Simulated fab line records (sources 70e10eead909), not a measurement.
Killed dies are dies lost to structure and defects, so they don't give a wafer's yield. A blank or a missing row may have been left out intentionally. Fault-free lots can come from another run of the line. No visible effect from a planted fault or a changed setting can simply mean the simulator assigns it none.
Matching of chambers	flow nand_harc	NHARC_P_BONDPAD_DEP_00 on pecvd-03 has 3 sister chambers
The step deposits SiCN, target thk 250 nm. 3 wafers are shown with their chamber, then 10 later ones without.

WAFERS, EACH WITH ITS CHAMBER
wafer	chamber	heater_power_w (W)
L090.6	0	658
L092.1	1	491
L092.2	2	627

WAFERS WITHOUT THEIR CHAMBER
wafer	heater_power_w (W)
L092.4	644
L093.3	651
L093.4	485
L093.5	675
L095.4	574
L095.5	737
L095.6	438
L096.1	731
L096.2	484
L096.5	613

THE CHAMBER EACH PASSED THROUGH
wafer	from the rows above	in truth
L092.4	can't be placed: 0 or 2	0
L093.3	can't be placed: 0 or 2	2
L093.4	1	1
L093.5	can't be placed: 0 or 2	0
L095.4	can't be placed: 2 or 1 or 0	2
L095.5	can't be placed: 0 or 2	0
L095.6	1	1
L096.1	can't be placed: 0 or 2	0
L096.2	1	1
L096.5	can't be placed: 2 or 0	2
Placed correctly: 3 of 10. Cannot be placed on the basis of these rows: 7; the candidates contain the true chamber in 7. Number placed wrongly: 0.
How it was worked out, from the rows above alone: a wafer's distance from a chamber is the root of the sum, over the readings, of the square of ((its reading less the chamber's mean) divided by the reading's scatter). If the next closest chamber is less than 2 further off than the closest, the wafer can't be placed; otherwise it belongs to the closest. Each chamber's mean is taken over the wafers shown for it. The scatter: with one shown wafer a chamber, the root of the mean of the squares of how far each hidden wafer lies from its nearest shown one.
